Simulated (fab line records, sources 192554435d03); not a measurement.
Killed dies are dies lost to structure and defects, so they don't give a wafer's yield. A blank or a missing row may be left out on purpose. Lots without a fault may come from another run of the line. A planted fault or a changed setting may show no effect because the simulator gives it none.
Which tool did it? | flow n5_finfet | 10 lots, 30 wafers sampled, at 5 steps of a route of 1938

WHAT THE GAUGES READ, wafer by wafer
N5_BEOL_M4_RC_MEAS_101. Usual: DIBL_N 35.8 mV/V, standard deviation 1.4; DIBL_P 35.8 mV/V, standard deviation 1.6; IOFF_N 0.152 nA/um, standard deviation 0.021; IOFF_P 0.204 nA/um, standard deviation 0.027; ION_N 672 uA/um, standard deviation 8.7; ION_P 461 uA/um, standard deviation 6.2; SS_N 71.5 mV/dec, standard deviation 0.54; SS_P 73.1 mV/dec, standard deviation 0.57; VT_N 250.0 mV, standard deviation 2.5; VT_P -250.6 mV, standard deviation 2.7.
lot  | measured     | on        | DIBL_N (mV/V)  | DIBL_P (mV/V)  | IOFF_N (nA/um)    | IOFF_P (nA/um)    | ION_N (uA/um) | ION_P (uA/um) | SS_N (mV/dec)  | SS_P (mV/dec)  | VT_N (mV)         | VT_P (mV)            | flag
L433 | day 9 06:34  | prober-01 | 36.0 34.9 37.7 | 32.6 31.8 34.9 | 0.124 0.118 0.149 | 0.196 0.184 0.226 | 663 667 677   | 462 457 468   | 71.8 70.7 71.3 | 72.6 72.6 73.8 | 254.1 252.7 250.1 | -248.2 -249.2 -246.0 |
L435 | day 9 15:29  | prober-01 | 36.1 35.1 35.7 | 38.4 36.2 37.7 | 0.167 0.140 0.160 | 0.224 0.187 0.219 | 683 663 672   | 465 452 467   | 71.4 71.5 71.5 | 73.3 72.1 72.7 | 250.7 252.5 250.2 | -252.5 -252.6 -250.2 |
L439 | day 10 14:46 | prober-02 | 37.4 35.9 35.4 | 36.9 35.8 34.2 | 0.174 0.151 0.139 | 0.204 0.184 0.163 | 678 673 669   | 457 455 452   | 71.3 71.7 71.7 | 72.9 72.6 72.9 | 247.5 249.7 251.3 | -251.8 -251.9 -254.3 |
L447 | day 12 10:43 | prober-02 | 36.3 36.6 37.8 | 33.7 34.8 36.4 | 0.125 0.138 0.153 | 0.179 0.205 0.223 | 666 664 669   | 450 463 467   | 71.3 70.9 71.6 | 72.8 73.0 72.8 | 251.2 248.9 249.4 | -251.7 -248.7 -248.9 |
L448 | day 13 03:52 | prober-01 | 36.2 37.8 36.0 | 35.7 38.1 35.0 | 0.165 0.204 0.163 | 0.241 0.281 0.226 | 672 679 673   | 468 466 461   | 71.8 72.0 72.0 | 73.2 73.2 73.2 | 247.8 245.2 249.5 | -249.2 -245.0 -249.3 |
L449 | day 13 14:13 | prober-02 | 34.4 37.6 36.8 | 32.6 37.1 35.8 | 0.107 0.159 0.135 | 0.163 0.227 0.200 | 665 670 660   | 465 465 457   | 71.2 71.1 72.2 | 72.1 73.9 73.2 | 252.2 249.6 253.0 | -253.7 -247.9 -249.8 |
L450 | day 13 11:38 | prober-02 | 33.6 34.1 33.5 | 34.9 35.2 34.8 | 0.132 0.138 0.126 | 0.169 0.173 0.167 | 659 663 671   | 453 460 455   | 70.6 70.7 70.5 | 72.8 72.7 73.0 | 252.8 249.9 252.3 | -251.8 -253.6 -254.0 |
L451 | day 13 20:19 | prober-01 | 37.1 37.5 37.0 | 36.6 37.4 37.1 | 0.175 0.194 0.192 | 0.236 0.260 0.255 | 681 680 692   | 469 468 478   | 71.5 71.4 70.6 | 73.4 74.0 73.7 | 250.5 246.3 244.7 | -247.9 -245.3 -246.4 |
L453 | day 13 21:54 | prober-01 | 35.5 36.2 35.4 | 34.8 35.3 34.3 | 0.152 0.175 0.147 | 0.199 0.220 0.200 | 663 669 670   | 452 461 460   | 72.0 72.1 71.0 | 72.9 72.5 72.5 | 249.4 246.1 251.8 | -251.6 -247.8 -249.4 |
L452 | day 14 04:25 | prober-02 | 36.5 36.4 36.7 | 34.4 34.3 34.6 | 0.165 0.173 0.174 | 0.203 0.205 0.209 | 681 680 670   | 463 457 466   | 71.1 71.3 71.8 | 74.1 72.7 73.6 | 247.6 247.0 247.0 | -251.2 -249.2 -248.4 |

WHICH TOOL RAN EACH LOT (tool, then ch and the chambers of the sampled wafers, then the start)
lot  | N5_BEOL_M0_STRIP_142               | N5_BEOL_M0_ANNEAL_133        | N5_BEOL_M0_SPUTTER_141       | N5_BEOL_M0_DEP_125
L433 | rie_diel-05 ch 1,2, day 6 12:14    | pvd_sputter-01, day 6 13:39  | pvd_sputter-01, day 6 13:49  | pecvd-03 ch 0,1, day 6 14:47
L435 | rie_diel-02 ch 0,1, day 7 04:08    | pvd_sputter-01, day 7 07:44  | pvd_sputter-01, day 7 07:53  | pecvd-03 ch 0,1,2, day 7 08:52
L439 | rie_diel-02 ch 1,2, day 7 22:50    | pvd_sputter-03, day 8 00:35  | pvd_sputter-03, day 8 00:45  | pecvd-03 ch 0,2, day 8 02:51
L447 | rie_diel-02 ch 0,1,2, day 10 01:42 | pvd_sputter-03, day 10 05:27 | pvd_sputter-03, day 10 05:37 | pecvd-01 ch 1,2, day 10 06:36
L448 | rie_diel-02 ch 0,3, day 10 10:20   | pvd_sputter-01, day 10 12:23 | pvd_sputter-01, day 10 12:32 | pecvd-03 ch 1,2, day 10 13:32
L449 | rie_diel-01 ch 1,2, day 10 10:25   | pvd_sputter-01, day 10 11:56 | pvd_sputter-01, day 10 12:06 | pecvd-01 ch 0,1,2, day 10 13:07
L450 | rie_diel-01 ch 0,1,3, day 10 20:58 | pvd_sputter-01, day 11 00:40 | pvd_sputter-01, day 11 00:50 | pecvd-02 ch 0,2, day 11 01:49
L451 | rie_diel-01 ch 0,1,2, day 11 07:38 | pvd_sputter-03, day 11 09:26 | pvd_sputter-03, day 11 09:35 | pecvd-01 ch 0,2, day 11 10:35
L453 | rie_diel-02 ch 0,3, day 11 09:41   | pvd_sputter-02, day 11 11:21 | pvd_sputter-02, day 11 11:31 | pecvd-03 ch 0,1,2, day 11 12:31
L452 | rie_diel-05 ch 2,3, day 11 19:34   | pvd_sputter-02, day 11 22:25 | pvd_sputter-02, day 11 22:35 | pecvd-02 ch 0,1,2, day 12 00:00
- N5_BEOL_M0_STRIP_142: strips in N2/H2, time 10 s.
- N5_BEOL_M0_ANNEAL_133: time 60 s.
- N5_BEOL_M0_SPUTTER_141: material Cu, target thk 4 nm, time 7.37 s.
- N5_BEOL_M0_DEP_125: deposits SiCN from 3MS/NH3, target thk 8 nm, time 14 s.

WHAT THE TOOLS THEMSELVES READ (means of the sampled wafers that have a number; where no wafer has one, the mark that the record gives instead)
N5_BEOL_M0_STRIP_142. Usual: drypump_motor_current_A 5.8 A, standard deviation 0.52; oes_product_au 0.77 a.u., standard deviation 0.093; rf_vpp_V 59.3 V, standard deviation 0.82; showerhead_plenum_p_Torr 2.54 Torr, standard deviation 0.088; throttle_valve_pct 23.81 %, standard deviation 0.28.
lot  | tool        | drypump_motor_current_A (A) | oes_product_au (a.u.) | rf_vpp_V (V) | showerhead_plenum_p_Torr (Torr) | throttle_valve_pct (%) | flag
L433 | rie_diel-05 | 5.2                         | 0.83                  | 58.6         | 2.46                            | 23.48                  |
L435 | rie_diel-02 | 5.8                         | 0.79                  | 59.3         | 2.63                            | 23.90                  |
L439 | rie_diel-02 | 6.5                         | 0.74                  | 59.9         | 2.63                            | 23.95                  |
L447 | rie_diel-02 | 6.2                         | 0.82                  | 58.9         | 2.59                            | 23.80                  |
L448 | rie_diel-02 | 5.7                         | 0.96                  | 58.9         | 2.53                            | 23.45                  |
L449 | rie_diel-01 | 5.2                         | 0.75                  | 59.3         | 2.47                            | 24.22                  |
L450 | rie_diel-01 | 5.7                         | 0.72                  | 59.3         | 2.53                            | 23.99                  |
L451 | rie_diel-01 | 5.5                         | 0.72                  | 58.6         | 2.48                            | 24.03                  |
L453 | rie_diel-02 | 5.6                         | 0.94                  | 59.3         | 2.56                            | 23.50                  |
L452 | rie_diel-05 | 5.4                         | 0.70                  | 58.3         | 2.41                            | 23.45                  |

N5_BEOL_M0_ANNEAL_133. Usual: heater_power_w 817 W, standard deviation 76.
lot  | tool           | heater_power_w (W) | flag
L433 | pvd_sputter-01 | 764                |
L435 | pvd_sputter-01 | 794                |
L439 | pvd_sputter-03 | 809                |
L447 | pvd_sputter-03 | 820                |
L448 | pvd_sputter-01 | 820                |
L449 | pvd_sputter-01 | 719                |
L450 | pvd_sputter-01 | 796                |
L451 | pvd_sputter-03 | 840                |
L453 | pvd_sputter-02 | 773                |
L452 | pvd_sputter-02 | 786                |

N5_BEOL_M0_SPUTTER_141. Usual: chamber_pressure_pa 0.07 Pa, standard deviation 0.00013; chuck_gas_flow_sccm 1.26 sccm, standard deviation 0.057; throttle_valve_pct 30.3 %, standard deviation 1.1.
lot  | tool           | chamber_pressure_pa (Pa) | chuck_gas_flow_sccm (sccm) | throttle_valve_pct (%) | flag
L433 | pvd_sputter-01 | 0.07                     | 1.31                       | 29.5                   |
L435 | pvd_sputter-01 | 0.07                     | 1.28                       | 30.3                   |
L439 | pvd_sputter-03 | 0.07                     | 1.25                       | 28.9                   |
L447 | pvd_sputter-03 | -                        | -                          | -                      | OFF
L448 | pvd_sputter-01 | -                        | -                          | -                      | OFF
L449 | pvd_sputter-01 | 0.07                     | 1.29                       | 30.4                   |
L450 | pvd_sputter-01 | 0.07                     | 1.28                       | 29.7                   |
L451 | pvd_sputter-03 | 0.07                     | 1.25                       | 29.5                   |
L453 | pvd_sputter-02 | 0.07                     | 1.25                       | 31.0                   |
L452 | pvd_sputter-02 | 0.07                     | 1.25                       | 30.7                   |

N5_BEOL_M0_DEP_125. Usual: showerhead_plenum_p_Torr 3.663 Torr, standard deviation 0.012; throttle_valve_pct 9.1 %, standard deviation 0.7.
lot  | tool     | showerhead_plenum_p_Torr (Torr) | throttle_valve_pct (%) | flag
L433 | pecvd-03 | 3.663                           | 9.8                    |
L435 | pecvd-03 | 3.665                           | 9.1                    |
L439 | pecvd-03 | 3.668                           | 8.9                    |
L447 | pecvd-01 | 3.655                           | 8.8                    |
L448 | pecvd-03 | 3.675                           | 8.6                    |
L449 | pecvd-01 | 3.646                           | 9.2                    |
L450 | pecvd-02 | 3.671                           | 9.2                    |
L451 | pecvd-01 | 3.648                           | 9.8                    |
L453 | pecvd-03 | 3.671                           | 8.9                    |
L452 | pecvd-02 | 3.668                           | 9.2                    |

THE ANSWER, worked out from the rows above alone
Rule: a lot is off if the mean of its wafers that have a number lies more than 3 standard deviations from the usual mean. A lot without any number at a reading at which 4 lots or more have one is off too. The other lots that the step has rows for count as sound. The gauges are gone through in route order, then the tools' own readings, and for those a lot's mean is taken as printed above. The first step at which some lot is off is used, and at that step the reading that is off furthest; a lot without a number counts as furthest.
Off: L447, L448, at N5_BEOL_M0_SPUTTER_141 (chamber_pressure_pa). Without a number there: L447, L448.
A tool fits if, at that step or a process step before it, it ran every lot that is off, and no sound lot after the first of them. None of those tried fits.

WHAT THE SIMULATOR HAD PUT IN
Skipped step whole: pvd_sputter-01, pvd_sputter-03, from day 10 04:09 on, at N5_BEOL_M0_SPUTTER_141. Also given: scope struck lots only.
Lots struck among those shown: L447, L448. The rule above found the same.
